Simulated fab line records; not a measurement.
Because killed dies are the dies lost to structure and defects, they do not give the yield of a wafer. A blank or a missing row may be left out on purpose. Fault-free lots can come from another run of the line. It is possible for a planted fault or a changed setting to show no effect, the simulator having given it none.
Split-lot study    flow n5_finfet    route with 1938 steps; 7 lots, 21 wafers read

## SPLIT DETAILS
At N5_BEOL_M11_DESCUM_16 (chemistry O2, time 7.9 s), the setting time_s was moved away from the recipe's 7.9 s on 9 of the 21 wafers read, by -19.0% to +19.3%. For the rest of the wafers, this setting stayed at what the recipe calls for.

Between the split and the reading, the file records no step.

## THE READING
CAR-ArF_of_BEOL_M11_COAT_05.thk_nm (the simulator's own value, which no gauge read), in nm, at N5_BEOL_M11_ETCH_61 (etches SiARC in CF4, target depth 39 nm, time 65 s). The file does not state a usual value for it. Here, 12 wafers ran the recipe; their average is 55.6 nm with a standard deviation of 0.17 nm.

wafer   tool, chamber at the split  time_s as run, s  against the recipe  CAR-ArF_of_BEOL_M11_COAT_05.thk_nm, nm  against lot-mates on the recipe
L078.2  rie_diel-05, 0              6.994             -11.5%              56                                      +0.2
L078.4  rie_diel-05, 1,0            7.9               recipe              55.8                                    -
L078.5  rie_diel-05, 1,0            7.9               recipe              55.8                                    -
L087.2  rie_diel-04, 0              9.424             +19.3%              54.4                                    -1.0
L087.6  rie_diel-04, 0              9.424             +19.3%              54.4                                    -1.0
L087.5  rie_diel-04, 2              7.9               recipe              55.4                                    -
L088.1  rie_diel-03, 2,1            6.471             -18.1%              56.6                                    +0.8
L088.6  rie_diel-03, 2,1            6.471             -18.1%              56.6                                    +0.8
L088.2  rie_diel-03, 1              7.9               recipe              55.8                                    -
L090.2  rie_diel-04, 0,2,2          7.9               recipe              55.4                                    -
L090.3  rie_diel-04, 0,2,2          7.9               recipe              55.6                                    -
L090.5  rie_diel-04, 0,2,2          7.9               recipe              55.6                                    -
L095.2  rie_diel-05, 1,2            7.9               recipe              55.8                                    -
L095.3  rie_diel-05, 1,2            7.9               recipe              55.6                                    -
L095.5  rie_diel-05, 2              6.396             -19.0%              56.6                                    +0.9
L096.1  rie_diel-05, 3              7.015             -11.2%              56.4                                    +0.6
L096.6  rie_diel-05, 1              7.015             -11.2%              56.4                                    +0.6
L096.2  rie_diel-05, 0              7.9               recipe              55.8                                    -
L097.3  rie_diel-05, 2,1            7.9               recipe              55.4                                    -
L097.4  rie_diel-05, 2,1            7.9               recipe              55.4                                    -
L097.5  rie_diel-05, 2              7.1               -10.1%              56                                      +0.6
The file does not say which wafer passed through which chamber wherever a row lists several chambers: such a row stands for several wafers.

FIT RESULTS
A straight line over all 21 wafers: CAR-ArF_of_BEOL_M11_COAT_05.thk_nm changes by -0.0574 nm for each +1% of time_s; r = -0.96; the points scatter about the line by 0.17 nm.
The same after taking each lot's own level away (the mean of its wafers on the recipe; 21 wafers): -0.0479 nm for each +1%; r = -0.98; scatter 0.1 nm.
On that fit, the largest move of time_s shifts the reading by 0.92 nm.
The lots' own levels span 55.40 to 55.80 nm, that is 2.3 times the standard deviation above.
So the slope is not independent of the lot-to-lot level: the two fits are not the same.
Check: for one of the wafers moved furthest among these (+19.3%), held out of the fit, the line's prediction against its lot-mates is -0.921 nm. Against them it came out at -1 nm.

## THE WHOLE CHAIN: every reading that the file lists as answering this split, in the file's order
step                   what it does                                        reading                                                                              change (the file's fit)                 r (the file's)
N5_BEOL_M11_DESCUM_16  chemistry O2, time 7.9 s                            CAR-ArF_of_BEOL_M11_COAT_05.thk_nm (the simulator's own value, which no gauge read)  -0.0475 nm for each +1% of the setting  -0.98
N5_BEOL_M11_ETCH_61    etches SiARC in CF4, target depth 39 nm, time 65 s  CAR-ArF_of_BEOL_M11_COAT_05.thk_nm (the simulator's own value, which no gauge read)  -0.0464 nm for each +1% of the setting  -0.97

## THE FILE'S OWN FIT
CAR-ArF_of_BEOL_M11_COAT_05.thk_nm changes by -0.0464 nm for each +1% of time_s, r = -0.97.
